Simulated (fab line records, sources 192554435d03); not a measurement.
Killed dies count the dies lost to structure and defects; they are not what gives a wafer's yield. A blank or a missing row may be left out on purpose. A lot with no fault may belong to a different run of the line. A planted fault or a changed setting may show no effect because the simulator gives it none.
fab line records -- flow n5-finfet
record lots=9, wafers=27, last-day=18
route steps=1938 shown BEOL_M4@1023
lots untouched by any fault: they come from a run of this same line in which no faults occurred
start-h: hours from the record's first day to the start of the lot's first wafer shown -- wait-h: time in hours since the lot's previous step -- " repeats the value in the row above -- L1.1+2: one row covering several wafers at once -- - no value, or no start given -- * or withheld: withheld -- < > ~ a bound
route shown NAME@n: names a module that has steps shown in the file, with the first one's number in the route -- usual: the fault-free wafers' mean and standard deviation -- same: alike in all rows -- chamber/n: place in a boat -- sites: each site's reading -- _std_site: standard deviation of those values -- _edge_site: the outer-site mean with the inner-site mean subtracted -- radius-mm: for every site, how far away it sits from the centre of the wafer -- mask NAME#n: copy n -- behind: the tool/chamber that last shaped the wafer -- hold: the reason the lot was held/the length of the hold in hours/how it ended -- device: the transistor (n, p or np) that didn't switch -- end of line: at the end of the route, the tests of the same wafers -- a step without rows: its recipe alone -- killed: not the wafer's yield, but the dies lost to structure and defects at the first sort -- map: the dies of a wafer, with x for killed, . for not killed, _ for no die there
set.NAME: setting as actually run; set.NAME@STEP: the setting as run at that earlier step -- model.NAME: the simulator's own value behind a step, which no gauge read
steps of the route over a sample of lots; a table a step, a row a wafer
services: a tool's chamber out of use, with start hour (start-h, from the record's first day; less than 0 if before it), hours out, and reason
## steps
# step N5_BEOL_M4_PECVD_72
# recipe material=SiO2, target-thk-a=160, temp-c=400, precursor=TEOS/O2, pressure-torr=5.5, rf-w=450, teos-flow-sccm=53.8, gas=O2, flow-sccm=3000, time-s=18
# usual heater-power-w=757/100, showerhead-plenum-p-Torr=8.79/0.04, showerhead-vpp-V=1286/72, throttle-valve-pct=22.5/1.1
lot.wafer,tool,chamber,start-h,wait-h,heater-power-w,showerhead-plenum-p-Torr,showerhead-vpp-V,throttle-valve-pct
L533.1,pecvd-03,0,181.54,0.0,797,8.81,1244,21.6
L533.5,pecvd-03,2,181.54,0.0,580,8.82,1409,22.9
L533.6,pecvd-03,0,181.54,0.0,775,8.80,1258,21.8
L535.1,pecvd-01,1,186.67,0.0,694,8.82,1268,22.8
L535.5,pecvd-01,2,186.67,0.0,889,8.78,1382,21.7
L535.6,pecvd-01,1,186.67,0.0,709,8.84,1261,22.9
L540.1,pecvd-01,1,224.81,0.0,734,8.82,1258,22.8
L540.4,pecvd-01,2,224.81,0.0,868,8.76,1388,21.3
L540.5,pecvd-01,1,224.81,0.0,739,8.82,1273,22.6
L543.1,pecvd-03,2,239.91,0.0,725,8.79,1379,20.6
L543.4,pecvd-03,0,239.91,0.0,812,8.81,1227,21.5
L543.6,pecvd-03,2,239.91,0.0,740,8.79,1380,20.4
L544.1,pecvd-03,0,243.64,0.0,828,8.82,1243,21.9
L544.4,pecvd-03,0,243.64,0.0,840,8.82,1225,21.7
L544.5,pecvd-03,1,243.64,0.0,827,8.84,1324,24.3
L548.1,pecvd-03,1,257.60,0.0,730,8.83,1304,24.1
L548.2,pecvd-03,0,257.60,0.0,856,8.80,1252,21.9
L548.3,pecvd-03,2,257.60,0.0,712,8.80,1408,20.4
L550.1,pecvd-02,2,265.11,0.0,604,8.76,1285,22.2
L550.2,pecvd-02,1,265.11,0.0,633,8.74,1155,23.4
L550.3,pecvd-02,0,265.11,0.0,674,8.68,1244,25.2
L553.2,pecvd-03,0,290.99,0.0,767,8.82,1264,21.8
L553.3,pecvd-03,1,290.99,0.0,718,8.83,1304,24.5
L553.6,pecvd-03,0,290.99,0.0,770,8.79,1250,22.0
L555.1,pecvd-02,1,311.59,0.0,723,8.71,1144,23.3
L555.4,pecvd-02,2,311.59,0.0,661,8.76,1271,22.6
L555.6,pecvd-02,1,311.59,0.0,730,8.72,1136,23.1
# step N5_BEOL_M4_ALD_84
# recipe material=TaN, target-thk-a=*, temp-c=275, ald-precursor-family=PDMAT, ald-co-reactant=NH3, pressure-torr=3, carrier-flow-sccm=1500, pulse-time-s=2, purge-time-s=3, co-reactant-purge-time-s=2, co-reactant-pulse-time-s=3, ald-cycles=30, precursor-vessel-temp-c=75, precursor-vessel-pressure-torr=26.25, precursor-vessel-carrier-sccm=1000
# usual heater-power-w=425/49, precursor-vessel-temp-c=75.00/0.12
lot.wafer,tool,chamber,start-h,wait-h,heater-power-w,precursor-vessel-temp-c
L533.1,ald-metal-04,3,189.48,0.1,423,74.91
L533.5,ald-metal-04,1,189.48,0.1,451,74.91
L533.6,ald-metal-04,0,189.48,0.1,378,74.96
L535.1,ald-metal-01,0,196.80,0.1,423,75.04
L535.5,ald-metal-01,1,196.80,0.1,503,74.83
L535.6,ald-metal-01,0,196.80,0.1,410,75.11
L540.1,ald-metal-01,1,231.70,0.1,505,75.29
L540.4,ald-metal-01,0,231.70,0.1,409,75.14
L540.5,ald-metal-01,1,231.70,0.1,509,75.18
L543.1,ald-metal-04,3,254.24,0.1,416,74.96
L543.4,ald-metal-04,1,254.24,0.1,460,75.03
L543.6,ald-metal-04,1,254.24,0.1,465,74.99
L544.1,ald-metal-01,3,257.20,0.2,492,74.86
L544.4,ald-metal-01,2,257.20,0.2,476,74.89
L544.5,ald-metal-01,3,257.20,0.2,496,74.97
L548.1,ald-metal-01,3,274.32,0.1,474,75.16
L548.2,ald-metal-01,2,274.32,0.1,469,74.91
L548.3,ald-metal-01,0,274.32,0.1,409,75.10
L550.1,ald-metal-04,3,279.15,0.1,416,74.97
L550.2,ald-metal-04,1,279.15,0.1,454,75.06
L550.3,ald-metal-04,2,279.15,0.1,366,75.02
L553.2,ald-metal-02,3,304.75,0.0,377,75.11
L553.3,ald-metal-02,2,304.75,0.0,387,74.85
L553.6,ald-metal-02,3,304.75,0.0,371,74.92
L555.1,ald-metal-02,3,316.88,0.0,372,75.07
L555.4,ald-metal-02,2,316.88,0.0,387,75.00
L555.6,ald-metal-02,3,316.88,0.0,372,75.06
# step N5_BEOL_M4_SPUTTER_90
# recipe material=Cu, target-thk-a=45, temp-c=-20, chamber-pressure-pa=0.07, power-w=withheld, time-s=8.29
# usual throttle-valve-pct=30.1/0.98
lot.wafer,tool,chamber,start-h,wait-h,throttle-valve-pct
L533.1,pvd-sputter-02,-,191.36,0.1,31.4
L533.5,pvd-sputter-02,-,191.36,0.1,28.4
L533.6,pvd-sputter-02,-,191.36,0.1,30.6
L535.1,pvd-sputter-02,-,198.40,0.1,31.2
L535.5,pvd-sputter-02,-,198.40,0.1,29.6
L535.6,pvd-sputter-02,-,198.40,0.1,31.0
L540.1,pvd-sputter-03,-,233.34,0.1,30.7
L540.4,pvd-sputter-03,-,233.34,0.1,31.2
L540.5,pvd-sputter-03,-,233.34,0.1,28.1
L543.1,pvd-sputter-01,-,255.86,0.1,30.2
L543.4,pvd-sputter-01,-,255.86,0.1,29.7
L543.6,pvd-sputter-01,-,255.86,0.1,29.5
L544.1,pvd-sputter-02,-,258.92,0.1,30.5
L544.4,pvd-sputter-02,-,258.92,0.1,28.7
L544.5,pvd-sputter-02,-,258.92,0.1,29.6
L548.1,pvd-sputter-02,-,276.12,0.1,29.6
L548.2,pvd-sputter-02,-,276.12,0.1,31.3
L548.3,pvd-sputter-02,-,276.12,0.1,30.5
L550.1,pvd-sputter-03,-,280.85,0.1,31.2
L550.2,pvd-sputter-03,-,280.85,0.1,28.5
L550.3,pvd-sputter-03,-,280.85,0.1,30.4
L553.2,pvd-sputter-01,-,307.25,0.1,30.1
L553.3,pvd-sputter-01,-,307.25,0.1,29.7
L553.6,pvd-sputter-01,-,307.25,0.1,29.6
L555.1,pvd-sputter-02,-,318.61,0.1,28.0
L555.4,pvd-sputter-02,-,318.61,0.1,29.7
L555.6,pvd-sputter-02,-,318.61,0.1,28.5
# step N5_BEOL_M4_ANNEAL_91
# recipe temp-c=400, time-s=240, ambient=vacuum
# usual heater-power-w=809/110
lot.wafer,tool,chamber,start-h,wait-h,heater-power-w
L533.1,pvd-sputter-02,-,191.44,0.0,934
L533.5,pvd-sputter-02,-,191.44,0.0,782
L533.6,pvd-sputter-02,-,191.44,0.0,742
L535.1,pvd-sputter-02,-,198.48,0.0,913
L535.5,pvd-sputter-02,-,198.48,0.0,718
L535.6,pvd-sputter-02,-,198.48,0.0,907
L540.1,pvd-sputter-03,-,233.42,0.0,913
L540.4,pvd-sputter-03,-,233.42,0.0,827
L540.5,pvd-sputter-03,-,233.42,0.0,857
L543.1,pvd-sputter-01,-,255.94,0.0,630
L543.4,pvd-sputter-01,-,255.94,0.0,904
L543.6,pvd-sputter-01,-,255.94,0.0,947
L544.1,pvd-sputter-02,-,259.00,0.0,756
L544.4,pvd-sputter-02,-,259.00,0.0,798
L544.5,pvd-sputter-02,-,259.00,0.0,734
L548.1,pvd-sputter-02,-,276.20,0.0,721
L548.2,pvd-sputter-02,-,276.20,0.0,905
L548.3,pvd-sputter-02,-,276.20,0.0,749
L550.1,pvd-sputter-03,-,280.93,0.0,845
L550.2,pvd-sputter-03,-,280.93,0.0,883
L550.3,pvd-sputter-03,-,280.93,0.0,894
L553.2,pvd-sputter-01,-,307.33,0.0,607
L553.3,pvd-sputter-01,-,307.33,0.0,933
L553.6,pvd-sputter-01,-,307.33,0.0,915
L555.1,pvd-sputter-02,-,318.69,0.0,777
L555.4,pvd-sputter-02,-,318.69,0.0,714
L555.6,pvd-sputter-02,-,318.69,0.0,764
# step N5_BEOL_M4_CMP_52
# recipe stop-on=SiOC, t-overpolish-s=6.8, down-force-psi=1, platen-rpm=50, clearing-platen-down-force-psi=1.5, clearing-platen-rpm=50, post-cmp-clean=cu-alkaline, target-thk-nm=40, clearing-platen-pad-velocity-m-s=0.99484, pad-velocity-m-s=0.99484
# usual barrier-field-endpoint-s=24.5/0.51, motor-current-A=6.0/0.79
lot.wafer,tool,chamber,start-h,wait-h,barrier-field-endpoint-s,motor-current-A
L533.1,cmp-04,3,192.56,0.3,23.9,6.0
L533.6,cmp-04,2,192.56,0.3,24.0,7.0
L533.5,cmp-04,3,192.56,0.3,24.0,5.8
L535.1,cmp-03,3,199.67,0.4,24.5,7.6
L535.5,cmp-03,0,199.67,0.4,25.3,5.7
L535.6,cmp-03,1,199.67,0.4,24.7,5.6
L540.4,cmp-02,2,234.57,0.2,24.5,5.2
L540.1,cmp-02,3,234.57,0.2,18.9,5.6
L540.5,cmp-02,0,234.57,0.2,18.4,5.3
L543.1,cmp-03,0,257.20,0.3,24.8,5.3
L543.4,cmp-03,2,257.20,0.3,24.7,6.1
L543.6,cmp-03,0,257.20,0.3,24.9,5.4
L544.4,cmp-04,2,260.23,0.1,24.3,7.0
L544.1,cmp-04,3,260.23,0.1,23.5,5.7
L544.5,cmp-04,2,260.23,0.1,24.9,7.0
L548.1,cmp-02,1,277.27,0.3,24.3,6.1
L548.2,cmp-02,2,277.27,0.3,24.0,5.5
L548.3,cmp-02,3,277.27,0.3,25.2,5.7
L550.2,cmp-02,1,282.00,0.2,24.1,6.3
L550.3,cmp-02,2,282.00,0.2,24.1,5.3
L550.1,cmp-02,0,282.00,0.2,24.3,5.4
L553.3,cmp-03,1,308.44,0.2,24.3,5.6
L553.2,cmp-03,3,308.44,0.2,24.4,7.7
L553.6,cmp-03,1,308.44,0.2,24.1,5.7
L555.4,cmp-02,1,319.84,0.1,25.0,6.3
L555.1,cmp-02,0,319.84,0.1,24.8,5.3
L555.6,cmp-02,2,319.84,0.1,25.2,5.4
# step N5_BEOL_M4_RC_MEAS_101
# usual DIBL_N=36.3/1.6, DIBL_P=36.5/1.6, IOFF_N=0.163/0.026, IOFF_P=0.22/0.033, ION_N=676/9.9, ION_P=464/6.5, SS_N=71.5/0.5, SS_P=73.3/0.64, VT_N=249.3/2.9, VT_P=-250/3.2
lot.wafer,tool,chamber,start-h,wait-h,DIBL_N[mV/V],DIBL_P[mV/V],IOFF_N[nA/um],IOFF_P[nA/um],ION_N[uA/um],ION_P[uA/um],SS_N[mV/dec],SS_P[mV/dec],VT_N[mV],VT_P[mV]
L533.1,prober-01,0,193.13,0.0,37.5,36.8,0.167,0.23,666,457,71.6,74.2,248.8,-249
L533.5,prober-01,0,193.13,0.0,38.1,38.0,0.175,0.25,671,462,71.3,73.7,248.0,-244
L533.6,prober-01,0,193.13,0.0,38.2,38.0,0.187,0.26,680,468,72.5,74.3,248.9,-246
L535.1,prober-01,0,200.16,0.0,34.8,36.6,0.169,0.20,691,466,71.5,73.7,249.6,-250
L535.5,prober-01,0,200.16,0.0,33.5,34.8,0.140,0.17,672,467,71.0,72.9,250.4,-251
L535.6,prober-01,0,200.16,0.0,34.9,36.3,0.165,0.20,692,471,70.9,74.6,247.7,-251
L540.1,prober-01,0,235.10,0.0,34.5,35.3,0.135,0.17,670,452,71.3,72.5,252.4,-254
L540.4,prober-01,0,235.10,0.0,34.2,35.9,0.142,0.18,682,464,71.1,72.5,249.9,-250
L540.5,prober-01,0,235.10,0.0,33.9,34.6,0.129,0.17,674,461,71.5,72.6,249.3,-252
L543.1,prober-01,0,257.76,0.0,35.7,35.7,0.159,0.22,679,465,71.2,73.0,248.4,-249
L543.4,prober-01,0,257.76,0.0,33.8,33.9,0.133,0.20,664,467,70.5,72.6,249.7,-249
L543.6,prober-01,0,257.76,0.0,35.4,36.0,0.158,0.23,672,460,71.8,73.0,250.1,-248
L544.1,prober-01,0,260.83,0.0,37.5,35.6,0.161,0.20,663,456,71.9,73.3,252.3,-250
L544.4,prober-01,0,260.83,0.0,34.1,32.7,0.115,0.16,668,463,70.8,72.8,254.0,-252
L544.5,prober-01,0,260.83,0.0,36.3,35.0,0.142,0.19,655,449,71.8,72.9,250.3,-253
L548.1,prober-01,0,277.88,0.0,36.2,36.7,0.152,0.19,667,455,71.4,73.9,250.6,-255
L548.2,prober-01,0,277.88,0.0,35.1,35.2,0.132,0.17,659,454,71.5,73.3,254.4,-253
L548.3,prober-01,0,277.88,0.0,35.8,36.3,0.154,0.18,683,461,71.4,73.4,250.6,-256
L550.1,prober-01,0,282.61,0.0,37.5,35.8,0.166,0.21,678,463,71.2,73.0,249.6,-249
L550.2,prober-01,0,282.61,0.0,35.4,34.7,0.140,0.20,668,462,71.3,72.8,248.2,-251
L550.3,prober-01,0,282.61,0.0,36.4,35.1,0.143,0.20,668,460,71.1,72.6,247.9,-252
L553.2,prober-01,0,309.38,0.2,35.9,35.8,0.146,0.20,667,459,71.0,73.1,253.6,-251
L553.3,prober-01,0,309.38,0.2,35.8,36.3,0.143,0.20,671,467,71.2,73.1,250.4,-253
L553.6,prober-01,0,309.38,0.2,35.9,36.1,0.152,0.20,675,462,71.4,72.5,251.3,-254
L555.1,prober-01,0,320.48,0.0,36.3,35.8,0.173,0.24,681,463,71.5,73.2,246.1,-246
L555.4,prober-01,0,320.48,0.0,36.5,35.5,0.165,0.23,671,462,72.0,74.0,247.7,-246
L555.6,prober-01,0,320.48,0.0,38.5,39.0,0.217,0.30,696,473,72.0,74.1,243.8,-245
## services
tool,chamber,start-h,hours,kind
cmp-02,-,160.82,0.3,repair
ald-metal-02,1,167.20,16.6,repair
ald-metal-04,3,169.42,2.5,repair
pecvd-02,1,178.44,17.0,repair
ald-metal-04,-,190.79,0.3,repair
cmp-04,-,191.68,0.3,repair
pecvd-03,2,202.38,-,clean
pecvd-03,2,202.38,-,consumable-replace:showerhead
pecvd-03,2,202.38,29.0,scheduled-down
pecvd-03,2,202.38,29.0,vent-cycle
cmp-02,-,205.70,5.9,pm
cmp-03,-,243.11,0.5,repair
cmp-02,-,247.15,4.0,pm
cmp-02,-,251.15,-,consumable-replace:conditioner
cmp-04,-,252.97,1.8,repair
cmp-02,-,256.86,1.4,repair
pecvd-03,-,259.47,5.5,pm
ald-metal-02,0,267.52,25.1,repair
pvd-sputter-03,-,271.86,1.3,repair
ald-metal-04,-,299.33,2.0,repair
cmp-04,-,301.93,4.0,pm
ald-metal-01,2,304.44,2.0,repair
ald-metal-02,-,305.80,8.7,pm
ald-metal-04,1,317.24,30.8,repair
## key
first-sign step=N5_BEOL_M4_CMP_52, reading=barrier-field-endpoint-s, direction=down, sigmas=11, usual=24.5, struck=18.6
effect none on later readings
met-at N5_BEOL_M4_PECVD_72
struck-lots L540
struck-wafers L540.1,L540.5
not-acting-at N5_BEOL_M4_ALD_84,N5_BEOL_M4_SPUTTER_90,N5_BEOL_M4_ANNEAL_91
onset-between 186.67 224.81
fault kind=process-parameter-drift, tool=pecvd-01, chamber=1, onset-h=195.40, steps=N5_BEOL_M4_PECVD_72, channel=time-s, offset=*, shape=step, acts-in=*, stated=*
